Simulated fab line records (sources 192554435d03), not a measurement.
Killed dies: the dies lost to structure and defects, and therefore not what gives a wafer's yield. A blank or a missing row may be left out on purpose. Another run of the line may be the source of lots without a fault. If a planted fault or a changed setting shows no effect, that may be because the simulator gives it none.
The tool behind it: which one? | flow n5 finfet | Sampling: 9 lots, 25 wafers, 5 of 1938 route steps

WHAT THE GAUGES READ, wafer by wafer
N5_BEOL_M4_CD_MEAS_18: pitch 36 nm, target cd 18 nm. Usual: 17.9 nm for cd nm, sd 0.37.
lot  | measured     | on        | cd nm (nm)     | flag
L174 | day 8 11:28  | cd sem-01 | 17.4 17.8 17.7 |
L175 | day 8 16:19  | cd sem-01 | 17.5 18.3 18.4 |
L177 | day 9 06:56  | cd sem-03 | 17.9 18.0 17.7 |
L178 | day 9 10:08  | cd sem-02 | 18.7 18.1      |
L179 | day 9 11:01  | cd sem-03 | 17.4 18.4      |
L189 | day 11 16:05 | cd sem-03 | 18.3 17.8 17.8 |
L192 | day 13 08:35 | cd sem-03 | 17.7 16.9 18.1 |
L194 | day 13 08:49 | cd sem-03 | 18.7 17.8 18.1 |
L195 | day 14 00:03 | cd sem-03 | 18.2 17.9 18.0 |

N5_BEOL_M4_RC_MEAS_101. Usual: DIBL_N 36.1 mV/V, standard deviation 1.6; DIBL_P 35.8 mV/V, standard deviation 2; IOFF_N 0.157 nA/um, standard deviation 0.029; IOFF_P 0.21 nA/um, standard deviation 0.034; ION_N 677 uA/um, standard deviation 13; ION_P 465 uA/um, standard deviation 8.1; SS_N 71.3 mV/dec, standard deviation 0.61; SS_P 73.2 mV/dec, standard deviation 0.65; VT_N 249 mV, standard deviation 3.3; VT_P -250 mV, standard deviation 3.2.
lot  | measured     | on        | DIBL_N (mV/V)  | DIBL_P (mV/V)  | IOFF_N (nA/um)    | IOFF_P (nA/um) | ION_N (uA/um) | ION_P (uA/um) | SS_N (mV/dec)  | SS_P (mV/dec)  | VT_N (mV)   | VT_P (mV)      | flag
L174 | day 9 13:23  | prober-02 | 37.6 35.0 36.7 | 37.7 34.2 37.0 | 0.208 0.148 0.181 | 0.24 0.19 0.23 | 694 678 676   | 467 468 460   | 71.5 71.5 71.1 | 74.4 73.2 73.8 | 245 247 247 | -250 -250 -248 |
L175 | day 9 16:58  | prober-02 | 36.0 39.0 35.8 | 33.8 39.3 34.8 | 0.128 0.195 0.135 | 0.19 0.27 0.20 | 644 685 658   | 452 472 451   | 70.7 71.7 71.0 | 72.8 73.7 73.5 | 254 249 253 | -255 -247 -252 |
L177 | day 10 01:29 | prober-01 | 33.4 35.9 33.6 | 31.8 34.4 31.7 | 0.111 0.152 0.112 | 0.16 0.20 0.16 | 658 693 679   | 455 473 467   | 70.3 70.8 70.9 | 72.7 72.9 72.5 | 254 248 253 | -255 -249 -254 |
L178 | day 10 13:10 | prober-01 | 36.8 37.4      | 34.7 35.3      | 0.162 0.169       | 0.22 0.23      | 686 670       | 473 464       | 71.3 71.2      | 73.4 72.9      | 246 247     | -247 -248      |
L179 | day 10 16:06 | prober-02 | 36.2 38.4      | 36.1 37.5      | 0.169 0.224       | 0.23 0.26      | 684 684       | 462 466       | 71.8 72.4      | 73.3 74.9      | 250 246     | -249 -246      |
L189 | day 12 12:54 | prober-01 | 38.0 34.2 36.3 | 38.6 34.1 35.9 | 0.177 0.116 0.141 | 0.21 0.15 0.18 | 685 669 666   | 464 459 455   | 71.6 70.7 71.8 | 73.8 71.3 72.8 | 247 253 254 | -251 -256 -251 |
L192 | day 14 01:10 | prober-01 | 34.8 35.3 35.4 | 34.1 34.8 35.1 | 0.139 0.144 0.147 | 0.19 0.19 0.20 | 680 671 667   | 466 457 456   | 70.9 70.9 71.1 | 72.9 72.8 73.9 | 250 251 249 | -251 -251 -253 |
L194 | day 14 03:45 | prober-02 | 38.4 35.2 35.5 | 38.3 34.8 34.9 | 0.216 0.145 0.156 | 0.26 0.21 0.21 | 694 676 684   | 470 467 465   | 71.6 71.3 71.2 | 73.8 72.8 72.8 | 246 251 251 | -246 -248 -250 |
L195 | day 14 09:38 | prober-02 | 36.3 34.6 37.7 | 36.8 35.0 38.3 | 0.149 0.125 0.171 | 0.21 0.17 0.22 | 681 665 680   | 467 463 469   | 71.3 71.1 71.8 | 72.9 73.0 73.6 | 248 251 250 | -253 -256 -250 |

TOOL THAT RAN EACH LOT (tool first, then ch and the chambers of the sampled wafers, then the start)
lot  | N5_BEOL_M4_HM_DEP_02         | N5_BEOL_M4_ETCH_69                 | N5_BEOL_M4_ETCHBACK_99
L174 | pvd sputter-03, day 8 10:29  | rie diel-03 ch 1,2,3, day 8 12:02  | rie diel-01 ch 1,3, day 9 06:01
L175 | pvd sputter-02, day 8 15:22  | rie diel-03 ch 0,2,3, day 8 16:56  | rie diel-01 ch 0,1,3, day 9 12:52
L177 | pvd sputter-01, day 9 05:59  | rie diel-01 ch 0,1,3, day 9 07:26  | rie diel-01 ch 0,1,3, day 9 21:02
L178 | pvd sputter-03, day 9 08:57  | rie diel-01 ch 3, day 9 10:46      | rie diel-01 ch 2, day 10 08:44
L179 | pvd sputter-03, day 9 09:58  | rie diel-05 ch 0,2, day 9 11:32    | rie diel-01 ch 1,2, day 10 11:11
L189 | pvd sputter-01, day 11 15:02 | rie diel-05 ch 0,2,3, day 11 17:31 | rie diel-03 ch 0,2,3, day 12 08:33
L192 | pvd sputter-02, day 13 07:20 | rie diel-01 ch 0,2,3, day 13 09:13 | rie diel-03 ch 1,3, day 13 18:50
L194 | pvd sputter-03, day 13 07:22 | rie diel-05 ch 0,1,2, day 13 09:26 | rie diel-03 ch 1,3, day 13 23:15
L195 | pvd sputter-01, day 13 22:26 | rie diel-03 ch 1,3, day 14 00:56   | rie diel-05 ch 0,1,2, day 14 03:58
- N5_BEOL_M4_HM_DEP_02: deposits TiN, target thk 20 nm.
- N5_BEOL_M4_ETCH_69: etches SiARC in CF4, target depth 15.6 nm, time 26 s.
- N5_BEOL_M4_ETCHBACK_99: etches SiO2 in CHF3, target depth 5 nm, time 10.4 s.

AS READ BY THE TOOLS THEMSELVES (means over the sampled wafers that have a number; for cases with no such wafer, the mark the record gives instead)
N5_BEOL_M4_HM_DEP_02. Usual: substrate temp c 25.00 C, standard deviation 0.11; throttle valve pct 30.0 %, standard deviation 1.4.
lot  | tool           | substrate temp c (C) | throttle valve pct (%) | flag
L174 | pvd sputter-03 | 25.03                | 29.5                   |
L175 | pvd sputter-02 | 25.00                | 29.4                   |
L177 | pvd sputter-01 | 25.01                | 31.6                   |
L178 | pvd sputter-03 | 25.02                | 28.4                   |
L179 | pvd sputter-03 | 24.97                | 28.2                   |
L189 | pvd sputter-01 | 25.08                | 31.6                   |
L192 | pvd sputter-02 | 25.15                | 30.3                   |
L194 | pvd sputter-03 | 25.04                | 29.1                   |
L195 | pvd sputter-01 | 24.98                | 31.7                   |

N5_BEOL_M4_ETCH_69. Usual: for chamber pressure mTorr, 39.99 mTorr with a standard deviation of 0.039; for drypump motor current A, 5.8 A with a standard deviation of 0.39; for etch rf on time s, 25.9 s with a standard deviation of 0.7; for oes product au, 0.71 a.u. with a standard deviation of 0.064; for rf vpp V, 184.1 V with a standard deviation of 1.3; for showerhead plenum p Torr, 2.16 Torr with a standard deviation of 0.095; for throttle valve pct, 15.57 % with a standard deviation of 0.2.
lot  | tool        | chamber pressure mTorr (mTorr) | drypump motor current A (A) | etch rf on time s (s) | oes product au (a.u.) | rf vpp V (V) | showerhead plenum p Torr (Torr) | throttle valve pct (%) | flag
L174 | rie diel-03 | 39.96                          | 5.8                         | 25.8                  | 0.65                  | 184.0        | 2.13                            | 15.62                  |
L175 | rie diel-03 | 40.03                          | 5.9                         | 26.0                  | 0.68                  | 183.3        | 2.14                            | 15.53                  |
L177 | rie diel-01 | 40.03                          | 6.0                         | 25.4                  | 0.75                  | 184.5        | 2.16                            | 15.59                  |
L178 | rie diel-01 | 40.03                          | 6.5                         | 24.8                  | 0.76                  | 184.6        | 2.29                            | 15.83                  |
L179 | rie diel-05 | 39.97                          | 5.5                         | 26.4                  | 0.69                  | 182.7        | 2.11                            | 15.67                  |
L189 | rie diel-05 | 40.02                          | 5.6                         | 26.3                  | 0.71                  | 184.3        | 2.14                            | 15.67                  |
L192 | rie diel-01 | 39.99                          | 5.7                         | 25.7                  | 0.72                  | 184.1        | 2.15                            | 15.61                  |
L194 | rie diel-05 | 39.98                          | 5.6                         | 26.4                  | 0.67                  | 183.6        | 2.10                            | 15.68                  |
L195 | rie diel-03 | 39.95                          | 5.8                         | 25.3                  | 0.66                  | 185.1        | 2.19                            | 15.60                  |

N5_BEOL_M4_ETCHBACK_99. Usual: chamber pressure mTorr 29.999 mTorr, standard deviation 0.028; drypump motor current A 5.8 A, standard deviation 0.46; oes product au 0.85 a.u., standard deviation 0.042; rf vpp V 244 V, standard deviation 4.4; showerhead plenum p Torr 2.16 Torr, standard deviation 0.095; throttle valve pct 17.02 %, standard deviation 0.23.
lot  | tool        | chamber pressure mTorr (mTorr) | drypump motor current A (A) | oes product au (a.u.) | rf vpp V (V) | showerhead plenum p Torr (Torr) | throttle valve pct (%) | flag
L174 | rie diel-01 | 29.988                         | 6.0                         | 0.88                  | 242          | 2.17                            | 17.04                  |
L175 | rie diel-01 | 29.975                         | 5.9                         | 0.87                  | 244          | 2.17                            | 17.08                  |
L177 | rie diel-01 | 30.043                         | 6.0                         | 0.87                  | 243          | 2.17                            | 17.09                  |
L178 | rie diel-01 | 30.029                         | 5.0                         | 0.92                  | 249          | 2.09                            | 16.70                  |
L179 | rie diel-01 | 29.973                         | 5.4                         | 0.81                  | 244          | 2.09                            | 16.80                  |
L189 | rie diel-03 | 29.998                         | 5.9                         | 0.85                  | 247          | 2.23                            | 16.85                  |
L192 | rie diel-03 | 29.994                         | 6.1                         | 0.73                  | 248          | 2.16                            | 17.02                  |
L194 | rie diel-03 | 29.996                         | 5.8                         | 0.78                  | 248          | 2.21                            | 17.09                  |
L195 | rie diel-05 | 29.976                         | 5.6                         | 0.79                  | 239          | 2.11                            | 17.13                  |

THE ANSWER, worked out from the rows above alone
Rule: a lot is off if the mean of its wafers that have a number lies more than 3 standard deviations from the usual mean. A lot without any number at a reading at which 4 lots or more have one is off too. Any other lot the step has rows for is counted as sound. After the gauges, taken in route order, come the tools' own readings; for these a lot's mean is taken, as printed above. The first step at which some lot is off is used, and at that step the reading that is off furthest; a lot without a number counts as furthest.
Nothing can be told from this: no lot is off at any reading shown.

WHAT WAS PUT IN BY THE SIMULATOR
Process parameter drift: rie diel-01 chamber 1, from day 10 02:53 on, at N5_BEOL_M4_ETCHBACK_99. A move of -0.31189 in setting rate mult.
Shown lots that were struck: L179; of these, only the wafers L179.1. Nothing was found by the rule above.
